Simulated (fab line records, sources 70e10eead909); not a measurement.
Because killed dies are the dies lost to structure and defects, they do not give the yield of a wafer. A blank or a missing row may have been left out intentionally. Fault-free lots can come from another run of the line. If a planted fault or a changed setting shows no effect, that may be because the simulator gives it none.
Check of tool commonality ; flow nand_harc ; 11 lots and 33 wafers in the sample

== WHAT PROMPTED THE OPENING ==
At NHARC_A_M0_OVL_MEAS_10 the reading overlay_x_nm is flagged on 3 of 11 lots. No-fault wafers: -0.1 nm, standard deviation 0.76.
Rule: a lot is flagged in two cases, either no wafer of it has a number, or all its wafers with numbers fall more than 4 standard deviations from that mean. All remaining lots are regarded as sound.

lot;measured;on;overlay_x_nm (nm), wafer by wafer;flag
L945;day 17 07:46;overlay-02;-0.4 -1.0 -1.0;
L948;day 17 16:08;overlay-02;-0.9 -0.9 -1.3;
L946;day 18 02:25;overlay-02;-0.7 -1.0 -0.6;
L956;day 20 04:47;overlay-01;8.0 8.4 7.3;FLAGGED
L958;day 20 22:27;overlay-01;-0.3 -0.1 -0.1;
L957;day 20 23:02;overlay-01;9.0 9.0 9.1;FLAGGED
L962;day 21 16:37;overlay-02;-0.5 -0.3 -0.7;
L959;day 22 02:37;overlay-01;8.8 9.6 9.1;FLAGGED
L964;day 22 03:18;overlay-01;0.7 0.7 0.1;
L965;day 22 16:53;overlay-01;0.0 -0.3 -0.6;
L968;day 23 16:11;overlay-01;0.4 0.7 -0.1;
On average the flagged lots' numbers are 8.7 nm, which is +8.8 nm against the usual, or +12 standard deviations.

== WHICH TOOL EACH LOT WENT THROUGH ==
The record holds 2 process steps before the reading, out of a route of 1159 steps. Read each cell as the tool, then ch plus the chambers that the sampled wafers visited, then the start.
lot;flag;NHARC_A_BLC_CMP_25;NHARC_A_M0_EXPOSE_06
L945;;cmp-03 ch 0,1,2, day 17 06:26;arfi_scanner-03 ch 0, day 17 07:33
L948;;cmp-03 ch 0,2,3, day 17 14:54;arfi_scanner-01 ch 0, day 17 15:55
L946;;cmp-02 ch 0,1,3, day 18 00:39;arfi_scanner-03 ch 0, day 18 02:12
L956;FLAGGED;cmp-04 ch 1,2, day 20 03:19;arfi_scanner-03 ch 0, day 20 04:34
L958;;cmp-02 ch 1,2, day 20 21:05;arfi_scanner-02 ch 0, day 20 22:13
L957;FLAGGED;cmp-04 ch 1,2,3, day 20 21:30;arfi_scanner-03 ch 0, day 20 22:48
L962;;cmp-04 ch 0,2, day 21 15:13;arfi_scanner-01 ch 0, day 21 16:23
L959;FLAGGED;cmp-03 ch 0,1,2, day 22 01:23;arfi_scanner-03 ch 0, day 22 02:24
L964;;cmp-02 ch 0,1,3, day 22 01:48;arfi_scanner-01 ch 0, day 22 03:04
L965;;cmp-02 ch 1,2,3, day 22 15:29;arfi_scanner-02 ch 0, day 22 16:39
L968;;cmp-04 ch 1,3, day 23 14:46;arfi_scanner-02 ch 0, day 23 15:58
What the steps here do:
- NHARC_A_BLC_CMP_25: polishes, t overpolish 30 s, target thk 150 nm.
- NHARC_A_M0_EXPOSE_06: exposes mask A M0, target cd 80 nm.
- NHARC_A_M0_OVL_MEAS_10: pitch 160 nm.

== FLAGGED AGAINST TOTAL, ONE TOOL AT A TIME (gauges that did the reading follow at the end) ==
step;tool;lots run;flagged;share of the flagged lots;sound lots run after its first flagged lot
NHARC_A_BLC_CMP_25;cmp-02;4;0;none;-
NHARC_A_BLC_CMP_25;cmp-03;3;1;some;0
NHARC_A_BLC_CMP_25;cmp-04;4;2;some;2 (L962,L968)
NHARC_A_M0_EXPOSE_06;arfi_scanner-01;3;0;none;-
NHARC_A_M0_EXPOSE_06;arfi_scanner-02;3;0;none;-
NHARC_A_M0_EXPOSE_06;arfi_scanner-03;5;3;all;0
NHARC_A_M0_OVL_MEAS_10;overlay-01;7;3;all;4 (L958,L964,L965,L968)
NHARC_A_M0_OVL_MEAS_10;overlay-02;4;0;none;-

== WHAT THE TABLE PERMITS ==
Every flagged lot went through 2 rows of the table: arfi_scanner-03 at NHARC_A_M0_EXPOSE_06 and overlay-01 at NHARC_A_M0_OVL_MEAS_10.
- arfi_scanner-03 at NHARC_A_M0_EXPOSE_06 ran 5 lots, 3 of them flagged. Last sound lot L946 at day 18 02:12, first flagged lot L956 at day 20 04:34; a fault beginning in between fits.
- overlay-01 at NHARC_A_M0_OVL_MEAS_10 ran 7 lots, 3 of them flagged. Sound lots ran on it after the first flagged one (L958, L964, L965, L968), which a lasting fault on the whole tool wouldn't allow.
arfi_scanner-03 at NHARC_A_M0_EXPOSE_06 is the single tool remaining.

== WHAT WAS PUT IN BY THE SIMULATOR ==
Scanner matching overlay: arfi_scanner-03, from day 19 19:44 on, at NHARC_A_M0_EXPOSE_06. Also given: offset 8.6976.
Shown lots that were struck: L956, L957, L959. The rule above found the same.
